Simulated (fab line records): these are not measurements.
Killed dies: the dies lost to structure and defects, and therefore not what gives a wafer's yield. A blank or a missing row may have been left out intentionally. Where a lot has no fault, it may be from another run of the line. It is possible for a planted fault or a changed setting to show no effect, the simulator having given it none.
Chamber matching / flow n5 finfet / 4 sister chambers for N5_BEOL_M6_DESCUM_16 on rie diel-03
The step chemistry O2, time 7.9 s. 4 wafers are shown with their chamber, then 7 later ones without.

## WAFERS WITH THEIR CHAMBER
wafer=L079.2; chamber=0; throttle valve pct (%)=20.25
wafer=L079.3; chamber=3; throttle valve pct (%)=20.63
wafer=L082.1; chamber=2; throttle valve pct (%)=20.88
wafer=L082.4; chamber=1; throttle valve pct (%)=20.02

## WAFERS WITHOUT THEIR CHAMBER
wafer=L082.5; throttle valve pct (%)=20.64
wafer=L088.1; throttle valve pct (%)=20.66
wafer=L088.2; throttle valve pct (%)=20.90
wafer=L088.6; throttle valve pct (%)=20.06
wafer=L096.1; throttle valve pct (%)=20.69
wafer=L096.2; throttle valve pct (%)=20.08
wafer=L096.5; throttle valve pct (%)=20.92

## EACH ONE'S CHAMBER
wafer=L082.5; from the rows above=3; in truth=3
wafer=L088.1; from the rows above=3; in truth=3
wafer=L088.2; from the rows above=2; in truth=2
wafer=L088.6; from the rows above=1; in truth=1
wafer=L096.1; from the rows above=3; in truth=3
wafer=L096.2; from the rows above=1; in truth=1
wafer=L096.5; from the rows above=2; in truth=2
Correct placement for 7 of the 7. Left unplaced by these rows: 0. Wrongly placed: 0.
How it was worked out, from the rows above alone: a wafer's distance from a chamber is the root of the sum, over the readings, of the square of ((its reading less the chamber's mean) divided by the reading's scatter). The wafer belongs to the nearest chamber; if the next one is less than 2 further off, it can't be placed. For every chamber, the mean is computed from those of its wafers that are shown. The scatter: with one shown wafer a chamber, the root of the mean of the squares of how far each hidden wafer lies from its nearest shown one.
